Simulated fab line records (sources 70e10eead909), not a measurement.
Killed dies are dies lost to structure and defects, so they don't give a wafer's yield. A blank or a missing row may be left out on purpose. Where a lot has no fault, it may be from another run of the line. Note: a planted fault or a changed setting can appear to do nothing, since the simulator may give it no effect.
Code-filled problem report in 8D (eight disciplines) form | flow nand_harc | the parts of the form that need people (team, actions taken, sign-off) are left out

## 1. WHAT IS WRONG
Mean of run_length_s at NHARC_THIN_TSV_ETCH_59: 71.3 s across 2 wafers in 2 lots; on wafers with no fault it is 159.6 s (standard deviation 0.53). That is -99 or more standard deviations from the usual mean.
The step: etches the open film in Cl2/BCl3, target depth 880 nm, time 138.1 s.
The first sign was on wafer L711.6 at day 22 04:43, on rie_metal-01. At this step, 42 wafers from 14 lots have a number in the record. By rule, "out" or "out of limits" means more than 4 standard deviations away from the usual mean. Any other wafer with a number is counted as sound.

## 2. WHAT IT IS, WHAT IT ISN'T
question                    | is                | is not
which readings at this step | run_length_s      | bcl3_flow_sccm, drypump_motor_current_A, throttle_valve_pct
which lots                  | L711, L716        | L698, L699, L700, L702, L704, L705, L706, L707, L709, L710, L720, L721
which wafers of those lots  | L711.6, L716.4    | L711.1, L711.5, L716.2, L716.3
read on which tools         | rie_metal-01      | rie_metal-02, rie_metal-03
when                        | from day 22 04:43 | up to then (29 sound wafers); but 11 sound wafers of L710, L716, L720, L721 came after

## 3. SUSPECTS, AND WHAT RULES EACH OUT
Counting: if a tool at a process step up to the reading ran every lot that is out, it stays a suspect. Sound lots after the first of them don't rule it out here, since some wafers of a struck lot are sound.
- cmp-03 at NHARC_THIN_TSV_CMP_21 (polishes, t overpolish 30 s, target thk 2000 nm): kept. Ran every lot that is out, first one L711 (day 22 02:53); last sound lot up to then L709 (day 21 09:40).
- rie_metal-01 at NHARC_THIN_TSV_ETCH_59 (etches the open film in Cl2/BCl3, target depth 880 nm, time 138.1 s): kept. Ran every lot that is out, first one L711 (day 22 04:43); last sound lot up to then L709 (day 21 11:32). Out on those wafers are its own readings of run_length_s.
Remaining after the count are cmp-03 at NHARC_THIN_TSV_CMP_21 and rie_metal-01 at NHARC_THIN_TSV_ETCH_59.

## 4. THE CAUSE (what the simulator had put in)
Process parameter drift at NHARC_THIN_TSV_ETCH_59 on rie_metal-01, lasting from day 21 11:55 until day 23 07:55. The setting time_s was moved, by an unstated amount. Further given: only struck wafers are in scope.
This tool is one of the 2 suspects left after counting.

## 5. THE CHAIN OF EFFECTS, in route order
Each row: a reading whose mean over the struck wafers that have a number lies more than 3 standard deviations from the usual. Only readings whose record carries a usual standard deviation are examined. hours: median over the lots of the time between each lot's start at the first step of this table that gives one and its start at this step. sigmas: the change, counted in usual standard deviations.
hours | step                   | reading      | usual   | on struck wafers | change | sigmas
0     | NHARC_THIN_TSV_ETCH_59 | run_length_s | 159.6 s | 71.3             | -88.3  | -99 or more
Process steps it contains:
- NHARC_THIN_TSV_ETCH_59: etches the open film in Cl2/BCl3, target depth 880 nm, time 138.1 s.
Readings that are blank on the struck wafers while sound wafers have them: bias_w at NHARC_THIN_TSV_ETCH_59.

## 6. HOW IT WOULD HAVE BEEN CAUGHT EARLIER
In this record no reading fell out of limits until day 22 04:43, 17 hours after the fault had begun at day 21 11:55.
